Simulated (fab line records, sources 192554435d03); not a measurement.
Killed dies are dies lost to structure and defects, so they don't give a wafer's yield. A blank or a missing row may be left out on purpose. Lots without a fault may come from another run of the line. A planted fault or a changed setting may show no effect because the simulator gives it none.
Split-lot experiment | flow n5_finfet | 7 lots, 39 wafers read, on a route of 1938 steps

THE SPLIT
At N5_MIM_BOT_SPUTTER_00 (material TiN, target thk 35 nm, time 89.7 s), the setting time_s was moved away from the recipe's 89.7 s on 15 of the 39 wafers read, by -58.6% to +20.0%. The other wafers ran this setting at the recipe's value.

The reading is taken at the split's own step.

THE READING
TiN_of_MIM_BOT_SPUTTER_00.thk_nm (the simulator's own value, which no gauge read), in nm, at N5_MIM_BOT_SPUTTER_00 (material TiN, target thk 35 nm, time 89.7 s). The file gives no usual value for it. The 24 wafers here that ran the recipe average 34.8 nm, standard deviation 0.34 nm.

wafer  | tool, chamber at the split | time_s as run, s | against the recipe | TiN_of_MIM_BOT_SPUTTER_00.thk_nm, nm | against lot-mates on the recipe
L077.1 | pvd_sputter-01, -          | 89.7             | recipe             | 34.8                                 | -
L077.2 | pvd_sputter-01, -          | 107.6            | +20.0%             | 42.2                                 | +7.1
L077.4 | pvd_sputter-01, -          | 107.6            | +20.0%             | 42.2                                 | +7.1
L077.3 | pvd_sputter-01, -          | 89.7             | recipe             | 35                                   | -
L077.5 | pvd_sputter-01, -          | 89.7             | recipe             | 35.4                                 | -
L077.6 | pvd_sputter-01, -          | 107.6            | +20.0%             | 41.8                                 | +6.7
L078.1 | pvd_sputter-01, -          | 37.15            | -58.6%             | 14.8                                 | -20.4
L078.2 | pvd_sputter-01, -          | 37.15            | -58.6%             | 14.4                                 | -20.8
L078.3 | pvd_sputter-01, -          | 89.7             | recipe             | 35.4                                 | -
L078.6 | pvd_sputter-01, -          | 89.7             | recipe             | 35.4                                 | -
L078.4 | pvd_sputter-01, -          | 89.7             | recipe             | 34.8                                 | -
L078.5 | pvd_sputter-01, -          | 37.15            | -58.6%             | 14.6                                 | -20.6
L081.1 | pvd_sputter-03, -          | 56.08            | -37.5%             | 22                                   | -12.9
L081.3 | pvd_sputter-03, -          | 56.08            | -37.5%             | 22                                   | -12.9
L081.2 | pvd_sputter-03, -          | 89.7             | recipe             | 34.8                                 | -
L081.4 | pvd_sputter-03, -          | 89.7             | recipe             | 34.8                                 | -
L081.5 | pvd_sputter-03, -          | 89.7             | recipe             | 35.2                                 | -
L081.6 | pvd_sputter-03, -          | 56.08            | -37.5%             | 21.8                                 | -13.1
L085.1 | pvd_sputter-02, -          | 89.7             | recipe             | 35                                   | -
L085.2 | pvd_sputter-02, -          | 89.7             | recipe             | 34.8                                 | -
L085.4 | pvd_sputter-02, -          | 89.7             | recipe             | 34.8                                 | -
L086.1 | pvd_sputter-03, -          | 41.66            | -53.6%             | 16.4                                 | -18.5
L086.2 | pvd_sputter-03, -          | 41.66            | -53.6%             | 16.4                                 | -18.5
L086.3 | pvd_sputter-03, -          | 41.66            | -53.6%             | 16                                   | -18.9
L086.4 | pvd_sputter-03, -          | 89.7             | recipe             | 34.8                                 | -
L086.5 | pvd_sputter-03, -          | 89.7             | recipe             | 35                                   | -
L086.6 | pvd_sputter-03, -          | 89.7             | recipe             | 35                                   | -
L095.1 | pvd_sputter-03, -          | 89.7             | recipe             | 34                                   | -
L095.2 | pvd_sputter-03, -          | 89.7             | recipe             | 34.2                                 | -
L095.3 | pvd_sputter-03, -          | 89.7             | recipe             | 34.8                                 | -
L095.4 | pvd_sputter-03, -          | 89.7             | recipe             | 34.6                                 | -
L095.5 | pvd_sputter-03, -          | 89.7             | recipe             | 34.6                                 | -
L095.6 | pvd_sputter-03, -          | 89.7             | recipe             | 34.4                                 | -
L096.1 | pvd_sputter-03, -          | 45.57            | -49.2%             | 17.6                                 | -17.1
L096.5 | pvd_sputter-03, -          | 45.57            | -49.2%             | 17.6                                 | -17.1
L096.2 | pvd_sputter-03, -          | 89.7             | recipe             | 34.4                                 | -
L096.3 | pvd_sputter-03, -          | 89.7             | recipe             | 35                                   | -
L096.4 | pvd_sputter-03, -          | 45.57            | -49.2%             | 17.4                                 | -17.3
L096.6 | pvd_sputter-03, -          | 89.7             | recipe             | 34.8                                 | -

THE FIT
A straight line over all 39 wafers: TiN_of_MIM_BOT_SPUTTER_00.thk_nm changes by +0.348 nm for each +1% of time_s; r = +1.00; the points scatter about the line by 0.31 nm.
The same after taking each lot's own level away (the mean of its wafers on the recipe; 39 wafers): +0.35 nm for each +1%; r = +1.00; scatter 0.21 nm.
On that fit, the largest move of time_s shifts the reading by 20 nm.
The lots' own levels span 34.43 to 35.20 nm, that is 2.2 times the standard deviation above.
So the lot-to-lot level changes the slope little: the two slopes agree.
Check: with one of the wafers moved furthest among these (-58.6%) left out of the fit, the line predicts -20.5 nm for it against its lot-mates. It came out at -20.4 nm against them.

OTHER SPLITS ON THESE WAFERS
These wafers also went through other splits before the reading. Each is held against what the fit with the lots' levels taken away leaves over:
other split on the same wafers    | wafers away from the commonest value | r with TiN_of_MIM_BOT_SPUTTER_00.thk_nm (lot level and that fit taken away)
N5_BEOL_M12_TRENCH_ETCH_34 time_s | 9                                    | -0.37
N5_BEOL_M14_DEP_53 target_thk_a   | 12                                   | -0.06

THE FILE'S OWN FIT
TiN_of_MIM_BOT_SPUTTER_00.thk_nm changes by +0.35 nm for each +1% of time_s, r = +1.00.
